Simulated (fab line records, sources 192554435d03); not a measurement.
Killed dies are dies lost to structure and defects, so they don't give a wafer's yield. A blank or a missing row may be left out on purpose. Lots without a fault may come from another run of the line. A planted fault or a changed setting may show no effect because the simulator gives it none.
Problem report in the 8D (eight disciplines) form, filled by code | flow n5_finfet | the parts of the form that need people (team, actions taken, sign-off) are left out

1. THE PROBLEM
raw_defect_count at N5_FIN_SAQP_INSPECT_40 reads a mean of 745 on 1 wafer of 1 lot; wafers without a fault read 244 with a standard deviation of 71. That is +7.1 standard deviations from the usual mean.
The step: inspects for defects (brightfield).
First seen on wafer L751.5, day 4 21:49, on defect_inspect-02. The record holds 27 wafers of 9 lots with a number at this step. Rule for "out", or "out of limits": more than 4 standard deviations from the usual mean. The other wafers with a number count as sound.

2. WHAT IT IS AND WHAT IT IS NOT
question                    | is                | is not
which readings at this step | raw_defect_count  | -
which lots                  | L751              | L741, L742, L743, L746, L755, L756, L761, L763
which wafers of those lots  | L751.5            | L751.3, L751.4
read on which gauges        | defect_inspect-02 | defect_inspect-01
when                        | from day 4 21:49  | up to then (14 sound wafers); but 12 sound wafers of L755, L756, L761, L763 came after

3. SUSPECTS, AND WHAT RULES EACH OUT
Counting: a tool at a process step up to the reading stays a suspect if it ran every lot that is out. Sound lots after the first of them don't rule it out here, since some wafers of a struck lot are sound.
- the gauge at N5_FIN_SAQP_INSPECT_40: ruled out. All the wafers that are out were read on defect_inspect-02, but those of them that N5_FIN_CUT_INSPECT_10 has rows for are out there too, on other tools.
- wet_bench-05 at N5_FIN_SAQP_PRECLEAN_44 (cleans in SC2, time 45 s): kept. It ran the lot that is out, L751 (day 4 14:09); its last sound lot up to then is L742 (day 2 08:06).
- ald_sin-04 at N5_FIN_SAQP_SPACER1_ALD_24 (deposits SiO2, target thk 20.3 nm, pulse time 1 s, purge time 2 s): kept. It ran the lot that is out, L751 (day 4 16:57); its last sound lot up to then is L743 (day 2 19:27).
- Within wet_bench-05 at N5_FIN_SAQP_PRECLEAN_44: the wafers that are out ran in chamber 4; their sound lot-mates ran in chambers 2, 3.
Left after counting: wet_bench-05 at N5_FIN_SAQP_PRECLEAN_44, ald_sin-04 at N5_FIN_SAQP_SPACER1_ALD_24.

4. THE CAUSE (what the simulator had put in)
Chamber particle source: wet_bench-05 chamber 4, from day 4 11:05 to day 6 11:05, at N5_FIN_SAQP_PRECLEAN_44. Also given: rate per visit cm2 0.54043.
Counting left 2 suspects, and this tool is among them.

5. THE CHAIN OF EFFECTS, in route order
Each row: a reading whose mean over the struck wafers that have a number lies more than 3 standard deviations from the usual. Only readings for which the record gives a usual standard deviation are gone through. hours: the time from each lot's start at the first step in this table that gives one to its start at this step, as a median over the lots. sigmas: the change in usual standard deviations.
hours | step                    | reading              | usual  | on struck wafers | change | sigmas
0     | N5_FIN_SAQP_INSPECT_18  | raw_defect_count     | 468    | 945              | +477   | +3.7
6     | N5_FIN_SAQP_INSPECT_40  | raw_defect_count     | 244    | 745              | +501   | +7.1
7     | N5_FIN_CUT_INSPECT_10   | raw_defect_count     | 44     | 415              | +371   | +31
257   | N5_PASSIVATION_PROBE_49 | defect_limited_yield | 91.2 % | 81.5             | -9.7   | -6.1
257   | N5_PASSIVATION_PROBE_49 | killed_at_front_end  | 43     | 151              | +108   | +8.3
257   | N5_PASSIVATION_PROBE_49 | killed_dies          | 104    | 218              | +114   | +6.3
257   | N5_PASSIVATION_PROBE_49 | sort_bin_5_function  | 5.1 %  | 11.5             | +6.4   | +5.8
257   | N5_PASSIVATION_PROBE_49 | sort_bin_6_memory    | 3.3 %  | 5.8              | +2.5   | +3.7
257   | N5_PASSIVATION_PROBE_49 | sort_n_pass          | 1076   | 962              | -114   | -6.3
257   | N5_PASSIVATION_PROBE_49 | sort_yield_pct       | 91.2 % | 81.5             | -9.7   | -6.1
The process steps in it:
- N5_PASSIVATION_PROBE_49
Later measuring or inspecting steps at which every struck wafer that the step has a row for has a number for every such reading, and none has moved that far: N5_BEOL_M4_RC_MEAS_101.

6. WHAT WOULD HAVE CAUGHT IT SOONER
In this record the first reading out of limits at a measuring or inspecting step was taken at day 4 21:49, 11 hours after the fault began at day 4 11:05.
Of the tool readings at N5_FIN_SAQP_PRECLEAN_44 for which the record gives a usual standard deviation, none was out on any struck wafer, so an alarm limit of 4 standard deviations on them would not have fired.
All the lots that are out (1) had begun N5_FIN_SAQP_PRECLEAN_44 on wet_bench-05 by day 4 21:49. A hold on the tool at that time would have spared none of them.
